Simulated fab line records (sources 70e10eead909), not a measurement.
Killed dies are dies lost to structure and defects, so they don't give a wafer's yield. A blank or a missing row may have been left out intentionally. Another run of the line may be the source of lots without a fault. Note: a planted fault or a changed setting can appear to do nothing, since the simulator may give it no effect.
Chamber matching	flow nand_harc	NHARC_A_STAIRCASE_DESCUM_219 on rie_diel-08 has 4 sister chambers
The step chemistry O2, time 3 s. 39 wafers are shown with their chamber, then 12 later ones without.

== EACH WAFER AND ITS CHAMBER ==
wafer	chamber	drypump_motor_current_A (A)	showerhead_plenum_p_Torr (Torr)	oes_product_au (a.u.)
L074.1	2	6.3	1.89	0.993
L074.4	2	6.3	1.89	0.984
L074.5	0	5.7	1.90	0.997
L075.2	1	6.5	1.82	1.002
L075.4	0	5.7	1.89	0.995
L075.6	3	6.3	1.88	1.006
L076.3	0	5.6	1.89	1.001
L076.4	1	6.4	1.82	0.996
L076.5	1	6.4	1.82	1.002
L077.4	3	6.4	1.88	0.993
L077.5	2	6.3	1.89	0.978
L077.6	3	6.4	1.88	1.013
L082.1	2	6.3	1.89	0.984
L082.3	1	6.5	1.82	0.993
L082.6	2	6.2	1.89	0.996
L079.2	3	6.3	1.87	1.000
L079.4	1	6.5	1.81	1.004
L079.6	3	6.4	1.87	1.009
L083.1	2	6.3	1.89	0.982
L083.3	1	6.5	1.81	0.993
L083.5	0	5.7	1.89	0.995
L086.2	2	6.3	1.89	0.983
L086.4	1	6.5	1.81	1.000
L086.5	2	6.3	1.89	0.995
L084.1	2	6.3	1.89	0.996
L084.2	0	5.6	1.89	0.989
L084.4	3	6.4	1.87	1.015
L087.4	2	6.3	1.88	0.996
L087.5	2	6.3	1.89	1.001
L087.6	3	6.4	1.87	1.001
L085.1	2	6.3	1.88	0.993
L085.3	3	6.3	1.87	0.989
L085.5	0	5.7	1.89	0.993
L091.3	1	6.5	1.81	0.990
L091.5	0	5.7	1.89	0.991
L091.6	3	6.3	1.87	0.989
L090.1	3	6.4	1.87	0.995
L090.2	2	6.3	1.88	0.997
L090.3	0	5.6	1.89	0.993

SIGNATURES, as means of the wafers listed above
reading	chamber 0	chamber 1	chamber 2	chamber 3	scatter within a chamber
drypump_motor_current_A	5.662	6.475	6.292	6.360	0.0437
showerhead_plenum_p_Torr	1.8912	1.8150	1.8877	1.8730	0.00456
oes_product_au	0.99425	0.99750	0.99062	1.00100	0.00706
Rule: a wafer lies at a distance from a chamber equal to the root of the sum of squares, over the readings, of (its reading less the chamber's mean, divided by the reading's scatter). If the next closest chamber is less than 2 further off than the closest, the wafer can't be placed; otherwise it belongs to the closest. How the scatter is found: for the shown wafers, subtract from each reading the mean of its chamber, square and add these, divide the total by (wafers less chambers), then take the root.

== WAFERS WITH NO CHAMBER GIVEN ==
wafer	drypump_motor_current_A (A)	showerhead_plenum_p_Torr (Torr)	oes_product_au (a.u.)
L093.2	6.4	1.81	0.989
L093.4	6.3	1.88	0.987
L093.6	6.3	1.88	0.989
L096.1	6.4	1.81	1.004
L096.3	6.3	1.87	0.998
L096.5	6.3	1.88	0.987
L095.2	5.7	1.88	0.986
L095.4	6.3	1.88	1.000
L095.6	6.3	1.88	0.981
L097.1	6.3	1.86	0.996
L097.2	6.2	1.88	1.004
L097.3	5.7	1.88	0.990

== EACH ONE'S CHAMBER ==
wafer	from the rows above	in truth
L093.2	1	1
L093.4	can't be placed: 2 or 3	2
L093.6	can't be placed: 2 or 3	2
L096.1	1	1
L096.3	3	3
L096.5	can't be placed: 2 or 3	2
L095.2	0	0
L095.4	can't be placed: 3 or 2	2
L095.6	can't be placed: 2 or 3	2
L097.1	3	3
L097.2	can't be placed: 2 or 3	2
L097.3	0	0
Correctly placed: 6 of 12. Can't be placed from these rows: 6 (the true chamber is among the candidates in 6). Number placed wrongly: 0.
